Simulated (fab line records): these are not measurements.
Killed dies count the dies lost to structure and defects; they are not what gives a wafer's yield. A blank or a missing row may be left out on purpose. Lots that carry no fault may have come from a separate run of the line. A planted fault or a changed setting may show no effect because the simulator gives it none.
Chamber matching	flow n5_finfet	N5_BEOL_M3_ALD_98 on ald_sin-02 has 4 sister chambers
The step deposits SiO2, target thk 2.5 nm, pulse time 1 s, co reactant pulse time 1 s. 22 wafers are shown with their chamber, then 11 later ones without.

== WAFERS, EACH WITH ITS CHAMBER ==
wafer	chamber	heater_power_w (W)	precursor_pulse_height_rel
L077.1	3	77	0.975
L077.2	2	74	0.982
L077.5	1	75	0.995
L078.1	3	74	0.973
L078.4	1	73	1.026
L078.6	2	70	1.013
L082.1	1	74	0.990
L082.5	0	68	0.993
L082.6	1	75	0.963
L084.1	0	69	1.012
L084.3	2	73	0.976
L084.6	0	67	0.988
L086.3	0	70	1.034
L086.4	2	72	1.028
L086.5	2	74	1.011
L087.1	2	69	1.003
L087.4	0	67	0.990
L087.5	0	69	0.979
L090.2	3	76	0.982
L090.4	0	67	1.015
L090.6	0	67	0.980
L092.4	1	73	1.003

SIGNATURES (means of the wafers above)
reading	chamber 0	chamber 1	chamber 2	chamber 3	scatter within a chamber
heater_power_w	68.00	74.00	72.00	75.67	1.5
precursor_pulse_height_rel	0.99887	0.99540	1.00217	0.97667	0.0193
Rule: for a wafer and a chamber, the distance is found by dividing, reading by reading, the gap between the wafer's reading and the chamber's mean by the reading's scatter, squaring, summing and taking the root. If the next closest chamber is less than 2 further off than the closest, the wafer can't be placed; otherwise it belongs to the closest. The scatter: the root of (the sum of the squares of (reading less its chamber's mean) over the shown wafers, divided by (wafers less chambers)).

== WAFERS MISSING THEIR CHAMBER ==
wafer	heater_power_w (W)	precursor_pulse_height_rel
L092.5	71	0.993
L092.6	75	1.009
L094.2	74	1.001
L094.4	74	1.014
L094.6	72	1.007
L095.1	76	0.992
L095.4	76	0.991
L095.5	72	1.023
L096.2	76	1.006
L096.4	72	1.027
L096.6	71	0.986

== WHICH CHAMBER EACH ONE RAN IN ==
wafer	from the rows above	in truth
L092.5	can't be placed: 2 or 1 or 0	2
L092.6	can't be placed: 1 or 3 or 2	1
L094.2	can't be placed: 1 or 2 or 3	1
L094.4	can't be placed: 1 or 2 or 3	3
L094.6	can't be placed: 2 or 1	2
L095.1	can't be placed: 3 or 1 or 2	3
L095.4	can't be placed: 3 or 1 or 2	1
L095.5	can't be placed: 2 or 1 or 0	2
L096.2	can't be placed: 1 or 3 or 2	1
L096.4	can't be placed: 2 or 1 or 0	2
L096.6	can't be placed: 2 or 1 or 0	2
0 of 11 placed correctly. These rows do not allow placing 11 (true chamber among the candidates in 11). Placed wrongly: 0.
